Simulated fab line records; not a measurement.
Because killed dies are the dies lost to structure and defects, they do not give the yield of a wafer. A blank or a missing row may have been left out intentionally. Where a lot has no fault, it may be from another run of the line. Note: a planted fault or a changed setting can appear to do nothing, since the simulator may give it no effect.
Which tool is to blame?	flow nand-harc	18 wafers from 6 lots sampled at 5 of the route's 1159 steps

WHAT THE GAUGES SHOWED, per wafer
NHARC_END_SORT_01.
lot	measured	on	killed-dies
L280	day 19 22:40	prober-02	29 43 35
L283	day 20 12:49	prober-01	34 22 19
L287	day 21 04:43	prober-01	15 20 19
L297	day 23 15:02	prober-02	612 13 606
L301	day 24 07:40	prober-02	33 44 39
L300	day 24 14:31	prober-01	27 653 657

EACH LOT AND THE TOOL THAT RAN IT (in order: tool; ch and the chambers of the sampled wafers; start)
lot	NHARC_A_CHANNEL_FILL_D1_ALD_14	NHARC_A_CHANNEL_FILL_D1_ETCHBACK_20	NHARC_A_CHANNEL_FILL_D1_STRIP_29	NHARC_A_STAIRCASE_ETCH_170
L280	ald-hk-03 ch 0,2,3, day 9 05:38	rie-diel-06 ch 0,2,3, day 10 00:30	rie-diel-06 ch 1,2,3, day 11 01:27 or earlier	rie-diel-13 ch 0,1,2, day 11 01:27
L283	ald-hk-03 ch 0,2,3, day 9 21:32	rie-diel-08 ch 1,2, day 10 14:23	rie-diel-08 ch 0,1, day 11 15:32 or earlier	rie-diel-01 ch 0,1,3, day 11 15:32
L287	ald-hk-03 ch 1,2, day 10 19:49	rie-diel-06 ch 0,3, day 11 13:10	rie-diel-06 ch 1,2, day 12 14:01 or earlier	rie-diel-11 ch 0,1, day 12 14:01
L297	ald-hk-01 ch 0,1, day 13 08:52	rie-diel-02 ch 0,2,3, day 14 02:07	rie-diel-06 ch 0,1,2, day 15 03:47 or earlier	rie-diel-13 ch 0,1, day 15 03:47
L301	ald-hk-04 ch 0,1,3, day 14 05:47	rie-diel-06 ch 1,2, day 14 23:13	rie-diel-02 ch 0,2, day 15 16:36	rie-diel-01 ch 1,3, day 16 00:04
L300	ald-hk-01 ch 0,2, day 14 14:22	rie-diel-02 ch 0,1, day 15 05:25	rie-diel-02 ch 0,1, day 16 01:31	rie-diel-13 ch 0,3, day 16 09:29
- NHARC_A_CHANNEL_FILL_D1_ALD_14: deposits SiO2, target thk 2.5 nm, pulse time 10 s, ald cycles 25.
- NHARC_A_CHANNEL_FILL_D1_ETCHBACK_20: etches the open film in C4F8/O2/Ar, target depth 27 nm, time 13.5 s.
- NHARC_A_CHANNEL_FILL_D1_STRIP_29: strips in O2, time 20 s.
- NHARC_A_STAIRCASE_ETCH_170: etches the open film in C4F6/O2, target depth 200 nm, time 66.667 s.

THE ANSWER, worked out from the rows above alone
Rule: usual is defined by the lots themselves. Put in order of their means at a reading, lots are off if they are a third of the lots or fewer, leave a main group of 4 or more, and stand apart from it by a gap of 3 or more times the standard deviation of the main group's means; of several such gaps the widest counts. The tables above print the reading to a certain number of digits; a main group whose means all agree to those digits is not used. Also off: a lot with no number at a reading for which 4 or more lots have one. Where the step has rows for the other lots, those lots are counted as sound.
Off, at NHARC_END_SORT_01 on killed-dies: L297, L300. Mean 29 and standard deviation 8.3 in the main group.
If a tool, at a process step before that reading, ran all the lots that are off and no sound lot after the first of them, it fits. Those tools and the gauges at NHARC_END_SORT_01 are tried in the same way. With no start given for some of its lots, NHARC_A_CHANNEL_FILL_D1_STRIP_29 uses the hours and lot order of NHARC_A_STAIRCASE_ETCH_170. Can't be told from this: 3 tools fit, ald-hk-01 at NHARC_A_CHANNEL_FILL_D1_ALD_14, rie-diel-02 at NHARC_A_CHANNEL_FILL_D1_ETCHBACK_20, rie-diel-13 at NHARC_A_STAIRCASE_ETCH_170.

WHAT WAS PUT IN BY THE SIMULATOR
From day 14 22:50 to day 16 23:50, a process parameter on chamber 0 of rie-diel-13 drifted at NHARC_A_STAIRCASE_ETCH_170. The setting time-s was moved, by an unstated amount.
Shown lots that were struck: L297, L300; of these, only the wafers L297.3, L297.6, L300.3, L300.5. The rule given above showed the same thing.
